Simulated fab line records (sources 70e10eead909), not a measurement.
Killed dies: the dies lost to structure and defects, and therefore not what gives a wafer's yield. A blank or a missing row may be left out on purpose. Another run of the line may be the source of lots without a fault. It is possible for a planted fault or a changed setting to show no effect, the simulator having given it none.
What tool caused it? / flow nand harc / 12 lots, 36 wafers sampled, at 6 steps of a route of 1159

WHAT EACH GAUGE READ, for each wafer
NHARC_A_ZERO_WELL_CD_MEAS_10: target cd 2000 nm.
lot=L697; measured=day 6 15:53; on=cd sem-03; cd nm (nm)=2000.5 2000.6 2001.5
lot=L698; measured=day 7 01:07; on=cd sem-02; cd nm (nm)=2000.3 2004.0 2001.2
lot=L700; measured=day 7 11:15; on=cd sem-01; cd nm (nm)=2000.6 2000.9 2001.0
lot=L704; measured=day 8 03:53; on=cd sem-02; cd nm (nm)=2000.1 2000.4 1997.5
lot=L705; measured=day 8 11:56; on=cd sem-03; cd nm (nm)=2002.3 2000.6 1999.6
lot=L706; measured=day 8 15:50; on=cd sem-03; cd nm (nm)=2000.4 2001.7 1998.7
lot=L707; measured=day 8 20:33; on=cd sem-01; cd nm (nm)=1998.1 1999.2 1999.1
lot=L710; measured=day 9 16:55; on=cd sem-01; cd nm (nm)=2001.0 2000.9 2002.9
lot=L712; measured=day 10 22:50; on=cd sem-01; cd nm (nm)=1997.7 1998.2 1997.6
lot=L714; measured=day 10 23:55; on=cd sem-01; cd nm (nm)=2004.2 2003.1 2003.4
lot=L717; measured=day 11 07:30; on=cd sem-01; cd nm (nm)=2000.9 2001.4 2000.2
lot=L719; measured=day 11 23:16; on=cd sem-02; cd nm (nm)=1997.6 1999.1 1997.7

NHARC_A_ONON_D1_THK_MEAS_02: measures by ellipsometry.
lot=L697; measured=day 7 14:49; on=film metro-02; thk nm (nm)=1000 998 1000
lot=L698; measured=day 8 00:11; on=film metro-01; thk nm (nm)=996 994 993
lot=L700; measured=day 8 09:58; on=film metro-01; thk nm (nm)=986 985 987
lot=L704; measured=day 9 05:00; on=film metro-01; thk nm (nm)=988 990 988
lot=L705; measured=day 9 12:18; on=film metro-02; thk nm (nm)=1009 1009 1010
lot=L706; measured=day 9 12:19; on=film metro-02; thk nm (nm)=995 994 994
lot=L707; measured=day 9 21:46; on=film metro-02; thk nm (nm)=987 989 987
lot=L710; measured=day 10 15:36; on=film metro-01; thk nm (nm)=1012 1012 1009
lot=L712; measured=day 11 20:43; on=film metro-02; thk nm (nm)=1007 1009 1010
lot=L714; measured=day 11 20:43; on=film metro-01; thk nm (nm)=1003 1001 1001
lot=L717; measured=day 12 06:13; on=film metro-01; thk nm (nm)=742 743 995
lot=L719; measured=day 12 21:05; on=film metro-01; thk nm (nm)=753 754 1006

NHARC_END_SORT_01.
lot=L717; measured=day 24 23:42; on=prober-01; killed at array=675 672 44; killed at other=0 1 2; killed at periphery=2 4 9; killed dies=677 677 55; killed open=1 2 5; killed short=3 2 1
lot=L719; measured=day 25 07:31; on=prober-02; killed at array=674 674 29; killed at other=1 0 2; killed at periphery=2 3 2; killed dies=677 677 33; killed open=3 5 4; killed short=2 2 4

WHAT TOOL EACH LOT RAN ON (gives the tool, then ch and the chambers of the sampled wafers, and finally the start)
lot=L697; NHARC_P_BONDPAD_ETCH_24=rie diel-10 ch 0,1,2, day 6 15:53 or earlier; NHARC_A_ZERO_WELL_DESCUM_12=rie diel-05 ch 1,2,3, day 6 16:04; NHARC_A_ONON_D1_DEP_00=pecvd onon-02 ch 0, day 7 14:23
lot=L698; NHARC_P_BONDPAD_ETCH_24=rie diel-02 ch 2,3, day 7 01:07 or earlier; NHARC_A_ZERO_WELL_DESCUM_12=rie diel-05 ch 0,1, day 7 01:17; NHARC_A_ONON_D1_DEP_00=pecvd onon-04 ch 0, day 7 23:40
lot=L700; NHARC_P_BONDPAD_ETCH_24=rie diel-10 ch 0,1,2, day 7 11:15 or earlier; NHARC_A_ZERO_WELL_DESCUM_12=rie diel-05 ch 0,1,2, day 7 11:25; NHARC_A_ONON_D1_DEP_00=pecvd onon-02 ch 0, day 8 09:26
lot=L704; NHARC_P_BONDPAD_ETCH_24=rie diel-02 ch 0,2, day 8 03:53 or earlier; NHARC_A_ZERO_WELL_DESCUM_12=rie diel-13 ch 0,1,3, day 8 04:02; NHARC_A_ONON_D1_DEP_00=pecvd onon-02 ch 0, day 9 04:30
lot=L705; NHARC_P_BONDPAD_ETCH_24=rie diel-02 ch 0,2,3, day 8 11:56 or earlier; NHARC_A_ZERO_WELL_DESCUM_12=rie diel-05 ch 0,1, day 8 12:07; NHARC_A_ONON_D1_DEP_00=pecvd onon-02 ch 0, day 9 11:48
lot=L706; NHARC_P_BONDPAD_ETCH_24=rie diel-07 ch 2,3, day 8 15:50 or earlier; NHARC_A_ZERO_WELL_DESCUM_12=rie diel-13 ch 0,1,3, day 8 16:00; NHARC_A_ONON_D1_DEP_00=pecvd onon-03 ch 0, day 9 11:48
lot=L707; NHARC_P_BONDPAD_ETCH_24=rie diel-02 ch 0,1, day 8 20:33 or earlier; NHARC_A_ZERO_WELL_DESCUM_12=rie diel-05 ch 0,2, day 8 20:42; NHARC_A_ONON_D1_DEP_00=pecvd onon-02 ch 0, day 9 21:22
lot=L710; NHARC_P_BONDPAD_ETCH_24=rie diel-02 ch 1,2, day 9 16:55 or earlier; NHARC_A_ZERO_WELL_DESCUM_12=rie diel-05 ch 0,1,2, day 9 17:05; NHARC_A_ONON_D1_DEP_00=pecvd onon-04 ch 0, day 10 15:05
lot=L712; NHARC_P_BONDPAD_ETCH_24=rie diel-02 ch 0,1,2, day 10 22:50 or earlier; NHARC_A_ZERO_WELL_DESCUM_12=rie diel-01 ch 0,2,3, day 10 23:00; NHARC_A_ONON_D1_DEP_00=pecvd onon-02 ch 0, day 11 20:22
lot=L714; NHARC_P_BONDPAD_ETCH_24=rie diel-02 ch 1,2, day 10 23:55 or earlier; NHARC_A_ZERO_WELL_DESCUM_12=rie diel-13 ch 0,1, day 11 00:04; NHARC_A_ONON_D1_DEP_00=pecvd onon-04 ch 0, day 11 20:16
lot=L717; NHARC_P_BONDPAD_ETCH_24=rie diel-02 ch 1,2,3, day 11 07:30 or earlier; NHARC_A_ZERO_WELL_DESCUM_12=rie diel-13 ch 0,1,2, day 11 07:40; NHARC_A_ONON_D1_DEP_00=pecvd onon-02 ch 0, day 12 05:41
lot=L719; NHARC_P_BONDPAD_ETCH_24=rie diel-02 ch 0,1,2, day 11 23:16 or earlier; NHARC_A_ZERO_WELL_DESCUM_12=rie diel-05 ch 0,1,2, day 11 23:26; NHARC_A_ONON_D1_DEP_00=pecvd onon-02 ch 0, day 12 20:35
- NHARC_P_BONDPAD_ETCH_24: etches the open film in CF4/N2, target depth 30 nm, time 72.99 s.
- NHARC_A_ZERO_WELL_DESCUM_12: chemistry O2, time 3 s.
- NHARC_A_ONON_D1_DEP_00: target thk 1000 nm.

WHAT THE TOOLS THEMSELVES READ (means of the sampled wafers that have a number; where no wafer has one, the mark that the record gives instead)
NHARC_P_BONDPAD_ETCH_24.
lot=L697; tool=rie diel-10; drypump motor current A (A)=5.5; oes product au (a.u.)=1.007; rf vpp V (V)=314.3; showerhead plenum p Torr (Torr)=2.64; throttle valve pct (%)=19.803
lot=L698; tool=rie diel-02; drypump motor current A (A)=6.0; oes product au (a.u.)=0.996; rf vpp V (V)=315.6; showerhead plenum p Torr (Torr)=2.70; throttle valve pct (%)=19.797
lot=L700; tool=rie diel-10; drypump motor current A (A)=5.5; oes product au (a.u.)=1.006; rf vpp V (V)=314.4; showerhead plenum p Torr (Torr)=2.63; throttle valve pct (%)=19.802
lot=L704; tool=rie diel-02; drypump motor current A (A)=5.7; oes product au (a.u.)=0.994; rf vpp V (V)=315.6; showerhead plenum p Torr (Torr)=2.64; throttle valve pct (%)=19.797
lot=L705; tool=rie diel-02; drypump motor current A (A)=5.9; oes product au (a.u.)=0.997; rf vpp V (V)=315.5; showerhead plenum p Torr (Torr)=2.71; throttle valve pct (%)=19.791
lot=L706; tool=rie diel-07; drypump motor current A (A)=5.6; oes product au (a.u.)=1.010; rf vpp V (V)=316.6; showerhead plenum p Torr (Torr)=2.79; throttle valve pct (%)=19.798
lot=L707; tool=rie diel-02; drypump motor current A (A)=6.0; oes product au (a.u.)=0.996; rf vpp V (V)=316.9; showerhead plenum p Torr (Torr)=2.72; throttle valve pct (%)=19.787
lot=L710; tool=rie diel-02; drypump motor current A (A)=6.2; oes product au (a.u.)=0.998; rf vpp V (V)=314.0; showerhead plenum p Torr (Torr)=2.57; throttle valve pct (%)=19.789
lot=L712; tool=rie diel-02; drypump motor current A (A)=6.0; oes product au (a.u.)=1.006; rf vpp V (V)=314.5; showerhead plenum p Torr (Torr)=2.64; throttle valve pct (%)=19.800
lot=L714; tool=rie diel-02; drypump motor current A (A)=5.9; oes product au (a.u.)=1.005; rf vpp V (V)=312.9; showerhead plenum p Torr (Torr)=2.56; throttle valve pct (%)=19.798
lot=L717; tool=rie diel-02; drypump motor current A (A)=6.0; oes product au (a.u.)=0.997; rf vpp V (V)=314.3; showerhead plenum p Torr (Torr)=2.63; throttle valve pct (%)=19.802
lot=L719; tool=rie diel-02; drypump motor current A (A)=6.0; oes product au (a.u.)=0.992; rf vpp V (V)=315.2; showerhead plenum p Torr (Torr)=2.64; throttle valve pct (%)=19.796

NHARC_A_ZERO_WELL_DESCUM_12.
lot=L697; tool=rie diel-05; drypump motor current A (A)=5.77; o2 flow sccm (sccm)=200.1; oes product au (a.u.)=0.998; rf vpp V (V)=57.6; showerhead plenum p Torr (Torr)=1.89; throttle valve pct (%)=11.321
lot=L698; tool=rie diel-05; drypump motor current A (A)=5.95; o2 flow sccm (sccm)=200.0; oes product au (a.u.)=0.989; rf vpp V (V)=57.5; showerhead plenum p Torr (Torr)=1.96; throttle valve pct (%)=11.319
lot=L700; tool=rie diel-05; drypump motor current A (A)=5.93; o2 flow sccm (sccm)=200.7; oes product au (a.u.)=1.004; rf vpp V (V)=57.4; showerhead plenum p Torr (Torr)=1.90; throttle valve pct (%)=11.311
lot=L704; tool=rie diel-13; drypump motor current A (A)=5.84; o2 flow sccm (sccm)=199.8; oes product au (a.u.)=1.002; rf vpp V (V)=58.8; showerhead plenum p Torr (Torr)=1.99; throttle valve pct (%)=11.314
lot=L705; tool=rie diel-05; drypump motor current A (A)=5.94; o2 flow sccm (sccm)=199.9; oes product au (a.u.)=0.997; rf vpp V (V)=57.8; showerhead plenum p Torr (Torr)=1.96; throttle valve pct (%)=11.300
lot=L706; tool=rie diel-13; drypump motor current A (A)=5.85; o2 flow sccm (sccm)=199.7; oes product au (a.u.)=0.990; rf vpp V (V)=57.4; showerhead plenum p Torr (Torr)=1.99; throttle valve pct (%)=11.319
lot=L707; tool=rie diel-05; drypump motor current A (A)=6.13; o2 flow sccm (sccm)=200.2; oes product au (a.u.)=0.996; rf vpp V (V)=57.8; showerhead plenum p Torr (Torr)=1.98; throttle valve pct (%)=11.307
lot=L710; tool=rie diel-05; drypump motor current A (A)=5.94; o2 flow sccm (sccm)=199.6; oes product au (a.u.)=1.006; rf vpp V (V)=57.5; showerhead plenum p Torr (Torr)=1.90; throttle valve pct (%)=11.309
lot=L712; tool=rie diel-01; drypump motor current A (A)=5.55; o2 flow sccm (sccm)=200.0; oes product au (a.u.)=0.988; rf vpp V (V)=57.8; showerhead plenum p Torr (Torr)=1.99; throttle valve pct (%)=11.306
lot=L714; tool=rie diel-13; drypump motor current A (A)=5.68; o2 flow sccm (sccm)=199.8; oes product au (a.u.)=0.991; rf vpp V (V)=58.3; showerhead plenum p Torr (Torr)=1.98; throttle valve pct (%)=11.319
lot=L717; tool=rie diel-13; drypump motor current A (A)=5.69; o2 flow sccm (sccm)=200.5; oes product au (a.u.)=0.996; rf vpp V (V)=58.0; showerhead plenum p Torr (Torr)=1.93; throttle valve pct (%)=11.320
lot=L719; tool=rie diel-05; drypump motor current A (A)=5.91; o2 flow sccm (sccm)=200.4; oes product au (a.u.)=0.999; rf vpp V (V)=57.0; showerhead plenum p Torr (Torr)=1.90; throttle valve pct (%)=11.311

THE ANSWER, worked out from the rows above alone
Rule: the usual values come from the lots themselves. The widest of any qualifying gaps counts: lots, ordered by their means at a reading, are off when they make up no more than a third of the lots, leave a main group of 4 or more, and stand apart from it by 3 or more times the standard deviation of that group's means. If all means in a main group match to the digits the tables above print for the reading, that group is not used. Also off: a lot with no number at a reading for which 4 or more lots have one. Any other lot the step has rows for is counted as sound. The gauges are gone through in route order, then the tools' own readings, and for those a lot's mean is taken as printed above. At the first step where some lot is off, the reading lying furthest off is the one used; lots without a number count as furthest.
Off: L717, L719, at NHARC_A_ONON_D1_THK_MEAS_02 (thk nm). Main group: mean 998 nm, sd 8.9.
A tool fits if, at a process step before that reading, it ran every lot that is off, and no sound lot after the first of them. The gauges at NHARC_A_ONON_D1_THK_MEAS_02 are tried like those tools. With no start given for some of its lots, NHARC_P_BONDPAD_ETCH_24 uses the hours and lot order of NHARC_A_ZERO_WELL_CD_MEAS_10. Can't be told from this: 3 tools fit, rie diel-02 at NHARC_P_BONDPAD_ETCH_24, pecvd onon-02 at NHARC_A_ONON_D1_DEP_00, film metro-01 at NHARC_A_ONON_D1_THK_MEAS_02.

WHAT THE SIMULATOR PUT IN
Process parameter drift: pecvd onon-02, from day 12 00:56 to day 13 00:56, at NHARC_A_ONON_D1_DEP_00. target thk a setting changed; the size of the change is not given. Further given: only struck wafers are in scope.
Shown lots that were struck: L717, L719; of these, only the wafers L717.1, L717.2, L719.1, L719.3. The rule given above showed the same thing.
